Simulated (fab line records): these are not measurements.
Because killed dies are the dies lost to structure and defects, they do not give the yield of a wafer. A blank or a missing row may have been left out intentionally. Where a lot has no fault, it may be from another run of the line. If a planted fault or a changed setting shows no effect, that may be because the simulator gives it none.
Which tool was responsible? ; flow nandHarc ; 12 lots, 34 wafers sampled, at 4 steps of a route of 1302

WHAT THE GAUGES READ, wafer by wafer
The record lacks any reading of a measuring or inspecting step that a usual standard deviation could be used to judge.

EACH LOT AND THE TOOL THAT RAN IT (in order: tool; ch and the chambers of the sampled wafers; start)
lot;NHARC_A_STAIRCASE_DEP_280;NHARC_A_STAIRCASE_ETCH_292;NHARC_A_STAIRCASE_ETCH_294;NHARC_A_STAIRCASE_ETCH_453
L285;pecvd-02 ch 0,1, day 16 14:03;rieDiel-10 ch 0,1, day 16 15:05;rieDiel-10 ch 0,1,3, day 16 21:53 or earlier;rieDiel-02 ch 2,3, day 16 21:53
L287;pecvd-02 ch 0,1,2, day 17 01:14;rieDiel-10 ch 0,3, day 17 02:19;rieDiel-10 ch 0,2,3, day 17 08:10 or earlier;rieDiel-02 ch 1,2,3, day 17 08:10
L286;pecvd-03 ch 0,1,2, day 17 02:37;rieDiel-02 ch 0,3, day 17 03:40;rieDiel-02 ch 1,2,3, day 17 09:17 or earlier;rieDiel-10 ch 2,3, day 17 09:17
L288;pecvd-02 ch 1,2, day 17 22:41;rieDiel-02 ch 0,2,3, day 17 23:43;rieDiel-02 ch 0,2,3, day 18 05:19 or earlier;rieDiel-02 ch 0,1,2, day 18 05:19
L292;pecvd-03 ch 0,2, day 19 15:55;rieDiel-10 ch 0,2, day 19 16:53;rieDiel-10 ch 2,3, day 20 00:17 or earlier;rieDiel-11 ch 0,2, day 20 00:17
L294;pecvd-02 ch 0,1, day 20 13:14;rieDiel-02 ch 2,3, day 20 14:11;rieDiel-02 ch 0,2,3, day 20 20:32 or earlier;rieDiel-11 ch 1,2, day 20 20:32
L295;pecvd-02 ch 0,1,2, day 20 22:18;rieDiel-02 ch 0,2,3, day 20 23:16;rieDiel-02 ch 0,2, day 21 07:46 or earlier;rieDiel-02 ch 0,2, day 21 07:46
L296;pecvd-04 ch 0,1,2, day 21 00:08;rieDiel-10 ch 0,1,3, day 21 01:12;rieDiel-10 ch 0,3, day 21 08:05 or earlier;rieDiel-10 ch 0,2,3, day 21 08:05
L303;pecvd-04 ch 1,2, day 24 00:28;rieDiel-02 ch 0,3, day 24 01:32;rieDiel-02 ch 1,2, day 24 07:20 or earlier;rieDiel-02 ch 0,1, day 24 07:20
L304;pecvd-02 ch 2, day 24 11:41;rieDiel-11 ch 0,3, day 24 12:38;rieDiel-11 ch 0,3, day 24 18:11 or earlier;rieDiel-02 ch 0,2, day 24 18:11
L306;pecvd-03 ch 0,1,2, day 25 06:08;rieDiel-11 ch 1,2, day 25 07:14;rieDiel-11 ch 0,2, day 25 12:50 or earlier;rieDiel-11 ch 0,1,3, day 25 12:50
L308;pecvd-04 ch 0,2, day 25 23:56;rieDiel-11 ch 0,1,3, day 26 00:56;rieDiel-11 ch 0,1,3, day 26 07:31 or earlier;rieDiel-11 ch 0,2,3, day 26 07:31
- NHARC_A_STAIRCASE_DEP_280: deposits SiON, target thk 30 nm.
- NHARC_A_STAIRCASE_ETCH_292: etches the open film in CF4/CHF3.
- NHARC_A_STAIRCASE_ETCH_294: etches the open film in C4F8/O2/Ar, target depth 4989 nm, time 1211.6 s.
- NHARC_A_STAIRCASE_ETCH_453: etches the open film in CF4/O2, target depth 30 nm, overetch 3 nm, time 16.5 s.

AS READ BY THE TOOLS THEMSELVES (means over the sampled wafers that have a number; for cases with no such wafer, the mark the record gives instead)
NHARC_A_STAIRCASE_DEP_280. Usual: heaterPowerW 711 W, standard deviation 82.
lot;tool;heaterPowerW (W);flag
L285;pecvd-02;624;
L287;pecvd-02;681;
L286;pecvd-03;686;
L288;pecvd-02;703;
L292;pecvd-03;700;
L294;pecvd-02;625;
L295;pecvd-02;637;
L296;pecvd-04;748;
L303;pecvd-04;796;
L304;pecvd-02;762;
L306;pecvd-03;749;
L308;pecvd-04;677;

NHARC_A_STAIRCASE_ETCH_292. Usual: drypumpMotorCurrentA 5.8 A, standard deviation 0.53; oesProductAu 0.940 a.u., standard deviation 0.022; rfVppV 371.2 V, standard deviation 2.5; showerheadPlenumPTorr 1.59 Torr, standard deviation 0.072; throttleValvePct 16.801 %, standard deviation 0.0088.
lot;tool;drypumpMotorCurrentA (A);oesProductAu (a.u.);rfVppV (V);showerheadPlenumPTorr (Torr);throttleValvePct (%);flag
L285;rieDiel-10;5.8;0.975;370.6;1.59;16.801;
L287;rieDiel-10;6.4;0.944;372.2;1.64;16.800;
L286;rieDiel-02;5.7;0.914;368.5;1.51;16.806;
L288;rieDiel-02;5.8;0.943;370.6;1.56;16.794;
L292;rieDiel-10;5.4;0.954;372.9;1.65;16.797;
L294;rieDiel-02;5.9;0.922;371.2;1.60;16.795;
L295;rieDiel-02;5.8;0.916;370.4;1.55;16.802;
L296;rieDiel-10;6.2;0.952;371.3;1.58;16.799;
L303;rieDiel-02;5.7;0.919;367.4;1.51;16.797;
L304;rieDiel-11;5.8;0.927;370.4;1.57;16.785;
L306;rieDiel-11;5.6;0.974;372.1;1.63;16.810;
L308;rieDiel-11;5.7;0.927;370.8;1.58;16.795;

NHARC_A_STAIRCASE_ETCH_294. Usual: oesProductAu 0.932 a.u., standard deviation 0.011; rfVppV 1830 V, standard deviation 12; runLengthS 1232.8 s, standard deviation 0.51.
lot;tool;oesProductAu (a.u.);rfVppV (V);runLengthS (s);flag
L285;rieDiel-10;0.941;1829;1232.6;
L287;rieDiel-10;0.951;1827;1232.9;
L286;rieDiel-02;0.926;1834;1232.5;
L288;rieDiel-02;0.922;1825;1232.5;
L292;rieDiel-10;0.938;1843;1233.0;
L294;rieDiel-02;0.926;1823;1232.6;
L295;rieDiel-02;0.908;1819;1232.8;
L296;rieDiel-10;0.939;1834;1232.8;
L303;rieDiel-02;0.925;1837;1232.8;
L304;rieDiel-11;0.941;1825;1233.3;
L306;rieDiel-11;0.944;1841;1232.7;
L308;rieDiel-11;0.936;1827;1233.0;

NHARC_A_STAIRCASE_ETCH_453. Usual: drypumpMotorCurrentA 5.8 A, standard deviation 0.46; oes_ar_750_au 0.999 a.u., standard deviation 0.0043; oesProductAu 0.998 a.u., standard deviation 0.0095; rfVppV 198.3 V, standard deviation 1.6; runLengthS 37.6 s, standard deviation 0.48; showerheadPlenumPTorr 1.35 Torr, standard deviation 0.063; throttleValvePct 13.398 %, standard deviation 0.0088.
lot;tool;drypumpMotorCurrentA (A);oes_ar_750_au (a.u.);oesProductAu (a.u.);rfVppV (V);runLengthS (s);showerheadPlenumPTorr (Torr);throttleValvePct (%);flag
L285;rieDiel-02;5.9;1.000;1.003;198.4;37.4;1.36;13.393;
L287;rieDiel-02;5.6;0.994;0.998;198.7;37.3;1.38;13.396;
L286;rieDiel-10;6.2;1.002;1.000;197.6;37.7;1.34;13.398;
L288;rieDiel-02;5.8;1.001;0.989;198.2;37.6;1.35;13.397;
L292;rieDiel-11;5.6;1.000;1.003;200.2;37.2;1.42;13.405;
L294;rieDiel-11;5.6;0.997;1.002;199.8;37.5;1.39;13.400;
L295;rieDiel-02;6.1;1.002;0.993;198.4;37.8;1.33;13.391;
L296;rieDiel-10;5.8;0.998;0.996;198.1;38.0;1.40;13.400;
L303;rieDiel-02;5.7;0.999;0.992;197.8;39.8;1.32;13.388;OFF
L304;rieDiel-02;6.1;0.998;0.998;197.2;39.8;1.31;13.395;OFF
L306;rieDiel-11;5.7;0.998;1.009;197.4;37.8;1.34;13.396;
L308;rieDiel-11;5.9;0.995;1.007;198.8;37.5;1.37;13.406;

THE ANSWER, worked out from the rows above alone
Rule: a lot is off if the mean of its wafers that have a number lies more than 3 standard deviations from the usual mean. Also off: a lot with no number at a reading for which 4 or more lots have one. The other lots that the step has rows for count as sound. Order of review: gauges by route order, followed by the tools' own readings, for which a lot's mean as printed above is used. The first step at which some lot is off is used, and at that step the reading that is off furthest; a lot without a number counts as furthest.
Off at NHARC_A_STAIRCASE_ETCH_453 (runLengthS): L303, L304.
If a tool, at that step or one of the process steps before it, ran each lot that is off and ran no sound lot following the first of them, it fits. NHARC_A_STAIRCASE_ETCH_294: start missing for some lots; hours and lot order therefore follow NHARC_A_STAIRCASE_ETCH_453. One fits: rieDiel-02 at NHARC_A_STAIRCASE_ETCH_453. Its last sound lot is L295 (day 21 07:46), its first lot that is off L303 (day 24 07:20): a fault that began between those two fits.
The tool's own readings at NHARC_A_STAIRCASE_ETCH_453 bear it out: on the lots that are off they differ by more than 5 times the standard deviation of the sound lots' means. runLengthS reads 39.8 s there against 37.6 s on the sound lots.

WHAT THE SIMULATOR HAD PUT IN
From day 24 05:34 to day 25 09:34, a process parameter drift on rieDiel-02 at NHARC_A_STAIRCASE_ETCH_453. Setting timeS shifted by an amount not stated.
Shown lots that were struck: L303, L304. The rule above reached the same finding.
